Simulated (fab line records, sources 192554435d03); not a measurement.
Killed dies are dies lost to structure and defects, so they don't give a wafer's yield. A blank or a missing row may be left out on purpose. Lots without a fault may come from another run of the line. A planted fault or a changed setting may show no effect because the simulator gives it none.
Chamber matching | flow n5_finfet | N5_BEOL_M2_ALD_84 on ald_metal-01: 4 sister chambers
The step deposits TaN, pulse time 2 s, purge time 3 s, co reactant purge time 2 s. 4 wafers are shown with their chamber, then 8 later ones without.

WAFERS WITH THEIR CHAMBER
wafer  | chamber | heater_power_w (W)
L082.4 | 0       | 401
L088.1 | 3       | 399
L088.6 | 1       | 410
L089.3 | 2       | 427

WAFERS WITHOUT THEIR CHAMBER
wafer  | heater_power_w (W)
L089.4 | 382
L089.6 | 389
L091.1 | 423
L091.2 | 408
L091.6 | 385
L095.4 | 407
L095.5 | 420
L095.6 | 408

WHICH CHAMBER EACH WENT THROUGH
wafer  | from the rows above               | in truth
L089.4 | can't be placed: 3 or 0 or 1      | 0
L089.6 | can't be placed: 3 or 0 or 1      | 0
L091.1 | can't be placed: 2 or 1 or 0      | 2
L091.2 | can't be placed: 1 or 0 or 3 or 2 | 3
L091.6 | can't be placed: 3 or 0 or 1      | 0
L095.4 | can't be placed: 1 or 0 or 3 or 2 | 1
L095.5 | can't be placed: 2 or 1 or 0 or 3 | 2
L095.6 | can't be placed: 1 or 0 or 3 or 2 | 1
Placed correctly: 0 of 8. Can't be placed from these rows: 8 (the true chamber is among the candidates in 8). Placed wrongly: 0.
How it was worked out, from the rows above alone: a wafer's distance from a chamber is the root of the sum, over the readings, of the square of ((its reading less the chamber's mean) divided by the reading's scatter). The wafer belongs to the nearest chamber; if the next one is less than 2 further off, it can't be placed. A chamber's mean is the mean of its shown wafers. The scatter: with one shown wafer a chamber, the root of the mean of the squares of how far each hidden wafer lies from its nearest shown one.
